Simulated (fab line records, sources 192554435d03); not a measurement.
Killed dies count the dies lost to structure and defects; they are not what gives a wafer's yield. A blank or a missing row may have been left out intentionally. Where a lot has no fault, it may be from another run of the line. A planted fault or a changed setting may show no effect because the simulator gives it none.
Matching of chambers || flow n5 finfet || N5_BEOL_M4_CO_CAP_55 on cvd co-01: 3 sister chambers
The step material Co, precursor CCTBA/H2, target thk 2 nm, time 102.1 s. 6 wafers are shown with their chamber, then 11 later ones without.

WAFERS PAIRED WITH THEIR CHAMBERS
{"wafer": "L084.1", "chamber": 2, "heater power w (W)": 232}
{"wafer": "L082.6", "chamber": 2, "heater power w (W)": 227}
{"wafer": "L089.5", "chamber": 1, "heater power w (W)": 195}
{"wafer": "L090.4", "chamber": 0, "heater power w (W)": 222}
{"wafer": "L090.6", "chamber": 1, "heater power w (W)": 195}
{"wafer": "L092.3", "chamber": 0, "heater power w (W)": 220}

WAFERS WITH NO CHAMBER GIVEN
{"wafer": "L092.5", "heater power w (W)": 189}
{"wafer": "L092.6", "heater power w (W)": 231}
{"wafer": "L095.2", "heater power w (W)": 231}
{"wafer": "L095.5", "heater power w (W)": 233}
{"wafer": "L095.6", "heater power w (W)": 184}
{"wafer": "L097.2", "heater power w (W)": 227}
{"wafer": "L097.3", "heater power w (W)": 238}
{"wafer": "L097.5", "heater power w (W)": 230}
{"wafer": "L096.1", "heater power w (W)": 236}
{"wafer": "L096.2", "heater power w (W)": 227}
{"wafer": "L096.4", "heater power w (W)": 186}

CHAMBER TAKEN BY EACH
{"wafer": "L092.5", "from the rows above": 1, "in truth": 1}
{"wafer": "L092.6", "from the rows above": 2, "in truth": 2}
{"wafer": "L095.2", "from the rows above": 2, "in truth": 2}
{"wafer": "L095.5", "from the rows above": 2, "in truth": 2}
{"wafer": "L095.6", "from the rows above": 1, "in truth": 1}
{"wafer": "L097.2", "from the rows above": "can't be placed: 2 or 0", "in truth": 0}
{"wafer": "L097.3", "from the rows above": 2, "in truth": 2}
{"wafer": "L097.5", "from the rows above": 2, "in truth": 2}
{"wafer": "L096.1", "from the rows above": 2, "in truth": 2}
{"wafer": "L096.2", "from the rows above": "can't be placed: 2 or 0", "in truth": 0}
{"wafer": "L096.4", "from the rows above": 1, "in truth": 1}
Correct placement for 9 of the 11. From these rows, 2 cannot be placed; in 2 the true chamber is one of the candidates. Wrongly placed: 0.
How it was worked out, from the rows above alone: a wafer's distance from a chamber is the root of the sum, over the readings, of the square of ((its reading less the chamber's mean) divided by the reading's scatter). If the next closest chamber is less than 2 further off than the closest, the wafer can't be placed; otherwise it belongs to the closest. A chamber's mean is the mean of its shown wafers. The scatter: take each reading less its chamber's mean, square it, sum over the shown wafers, divide by the number of wafers less the number of chambers, and take the root.
